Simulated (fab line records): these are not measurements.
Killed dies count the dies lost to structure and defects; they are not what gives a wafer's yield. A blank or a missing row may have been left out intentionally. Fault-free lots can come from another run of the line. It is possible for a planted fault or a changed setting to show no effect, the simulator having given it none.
Struck lot and sound lot, side by side    flow nand harc    39 out of 1159 route steps
Sound: the wafers L763.2, L763.4, L763.5. The struck wafers were L769.1, L769.5, L769.6. At the end, the cause is stated.
Each step with rows lists, per side, the tool, then ch with its chambers, then its first start. Under that, the readings that differ: sound wafers    struck wafers    difference of the means    sigmas: that difference in standard deviations of wafers without a fault.
alike: a reading whose means differ by less than 2 such deviations, as well as words and numbers matching on both sides. not compared: withheld readings; readings where some wafer has no value; bounds like >300 that might hide an equal value; numbers whose values overlap and for which the record gives no deviation.
The two part at a step that has a row with sigmas, a row that says differs or no value, or rows on one side only. When numbers do not overlap yet have no deviation, they are printed without sigmas and do not part them. Lack of a reading on every wafer of one side parts them only where that side has two or more wafers.

NHARC_P_M1_OVL_MEAS_10: pitch 260 nm.
  sound on overlay-02 at day 6 12:23; struck on overlay-02 at day 7 22:37
reading            sound           struck        difference  sigmas
overlay y nm (nm)  -1.7 -1.7 -1.5  -0.1 0.3 1.0  +2.0        +3
  alike: overlay x nm
NHARC_P_M1_INSPECT_11:
  sound on defect inspect-02 at day 6 12:25; struck on defect inspect-02 at day 7 22:38
  alike: raw defect count
then, 1 step without rows for these wafers: NHARC_P_M1_DESCUM_14 (chemistry O2, time 3 s).
NHARC_P_M1_ETCH_35: etches the open film in N2/H2, target depth 40 nm, overetch 12 nm, time 43.94 s.
  sound on rie diel-07 ch 0,1,3, day 6 12:35; struck on rie diel-06 ch 0,2,3, day 7 22:48
  alike: drypump motor current A, oes product au, rf vpp V, showerhead plenum p Torr, throttle valve pct
  not compared: rf hours counter h
then, 1 step without rows for these wafers: NHARC_P_M1_ETCH_15 (etches the open film in C4F8/Ar, target depth 182.5 nm, time 91.2 s).
NHARC_P_M1_CD_MEAS_16:
  sound on cd sem-02 at day 6 12:47; struck on cd sem-02 at day 7 23:01
reading     sound              struck             difference  sigmas
cd nm (nm)  131.3 131.7 130.3  128.7 129.9 128.8  -2.0        -2
then, 1 step without rows for these wafers: NHARC_P_M1_STRIP_18 (strips in N2/H2).
NHARC_P_M1_ETCH_28: etches the open film in CF4/N2, target depth 30 nm, time 72.99 s.
  sound on rie diel-03 ch 1,2,3; struck on rie diel-07 ch 0,1
  alike: drypump motor current A, oes product au, rf vpp V, showerhead plenum p Torr, throttle valve pct
  not compared: rf hours counter h
then, 4 steps without rows for these wafers: NHARC_P_M1_STRIP_19 (strips in post etch residue remover, time 600 s); NHARC_P_M1_DEGAS_29 (time 60 s); NHARC_P_M1_PRE_CLEAN_30 (time 30 s); NHARC_P_M1_PVD_20 (deposits TaN, target thk 5 nm, time 8.06 s).
NHARC_P_M1_PVD_21: deposits Cu, target thk 30 nm, time 20.49 s.
  sound on pvd sputter-02 at day 6 13:47; struck on pvd sputter-02 at day 7 23:58
  alike: throttle valve pct
then, 5 steps without rows for these wafers: NHARC_P_M1_ECD_22 (material Cu, target thk 400 nm); NHARC_P_M1_ANNEAL_31 (time 90 s); NHARC_P_M1_CMP_23 (polishes, t overpolish 20 s, target thk 157.82 nm); NHARC_P_M1_SRD_25; NHARC_P_M1_PRE_CLEAN_32 (time 12 s).
NHARC_P_M1_DEP_33: deposits SiCN, target thk 30 nm.
  sound on pecvd-02 ch 0,1, day 6 15:22; struck on pecvd-02 ch 1,2, day 8 01:29
  alike: heater power w
then, 10 steps without rows for these wafers: NHARC_P_M2_DEP_00 (deposits SiOC, target thk 182.5 nm); NHARC_P_M2_DEHYDRATE_01 (time 120 s); NHARC_P_M2_HMDS_02 (time 30 s); NHARC_P_M2_COAT_34 (time 65 s); NHARC_P_M2_COAT_03 (resist thk 90 nm); NHARC_P_M2_SOFTBAKE_04 (time 55 s); NHARC_P_M2_EBR_05; NHARC_P_M2_EXPOSE_06 (exposes mask P M2, target cd 170 nm); NHARC_P_M2_PEB_07 (peb time 65 s); NHARC_P_M2_DEVELOP_08 (develop time 35 s).
NHARC_P_M2_CD_MEAS_09 targets a cd of 170 nm.
  sound on cd sem-02 ch 0, day 6 16:33; struck on cd sem-03 ch 0, day 8 02:40
  alike: cd nm
NHARC_P_M2_OVL_MEAS_10: pitch 340 nm.
  sound on overlay-01 at day 6 16:38; struck on overlay-01 at day 8 02:46
  alike: overlay x nm, overlay y nm
NHARC_P_M2_DESCUM_14: chemistry O2, time 3 s.
  sound on rie diel-09 ch 1,2,3, day 6 16:45; struck on rie diel-09 ch 1,2, day 8 02:52
  alike: drypump motor current A, oes product au, rf vpp V, showerhead plenum p Torr, throttle valve pct
  not compared: rf hours counter h
then, 2 steps without rows for these wafers: NHARC_P_M2_ETCH_35 (etches the open film in N2/H2, target depth 40 nm, overetch 12 nm, time 43.94 s); NHARC_P_M2_ETCH_15 (etches the open film in C4F8/Ar, target depth 182.5 nm, time 91.2 s).
NHARC_P_M2_CD_MEAS_16:
  sound on cd sem-02 at day 6 17:02; struck on cd sem-03 at day 8 03:10
  alike: cd nm
NHARC_P_M2_STRIP_18: strips in N2/H2.
  sound on rie diel-09 ch 0,1,3, day 6 17:08; struck on rie diel-13 ch 0,1,3, day 8 03:19
  alike: drypump motor current A, oes product au, rf vpp V, showerhead plenum p Torr, throttle valve pct
  not compared: rf hours counter h
then, 2 steps without rows for these wafers: NHARC_P_M2_ETCH_28 (etches the open film in CF4/N2, target depth 30 nm, time 72.99 s); NHARC_P_M2_STRIP_19 (strips in post etch residue remover, time 600 s).
-- break in the record here, with 14 days between the starts of the struck wafers on either side (left off in module P_M2, picked up again in module END, where the first step shown is number 1159 on the route) --
NHARC_END_SORT_01:
  sound on prober-01 ch 0, day 21 08:41; struck on prober-01 ch 0, day 21 23:33
reading                   sound            struck          difference  sigmas
defect limited yield (%)  94.8 95.7 96.5   91.4 91.7 82.6  -7.1        -4
killed at periphery       5 6 4            34 37 83        +46         +17
killed dies               35 29 24         58 56 118       +48         +4
sort_bin_2_pct (%)        1.2 1.2 1.0      3.2 3.4 7.2     +3.5        +5
sort_bin_3_pct (%)        0.15 0.30 0.30   1.62 1.48 3.10  +1.82       +9
sort n pass               642 648 653      619 621 559     -48         -4
sort rim yield pct (%)    98.1 96.2 100.0  86.8 85.8 96.2  -8.5        -3
sort yield pct (%)        94.8 95.7 96.5   91.4 91.7 82.6  -7.1        -4
  alike: killed at array, killed at other, killed open, killed short, sort_bin_4_pct

## WHERE THEY PART
Earliest at NHARC_P_M1_OVL_MEAS_10; latest, in this record, at NHARC_END_SORT_01.

WHY: what had been put in by the simulator
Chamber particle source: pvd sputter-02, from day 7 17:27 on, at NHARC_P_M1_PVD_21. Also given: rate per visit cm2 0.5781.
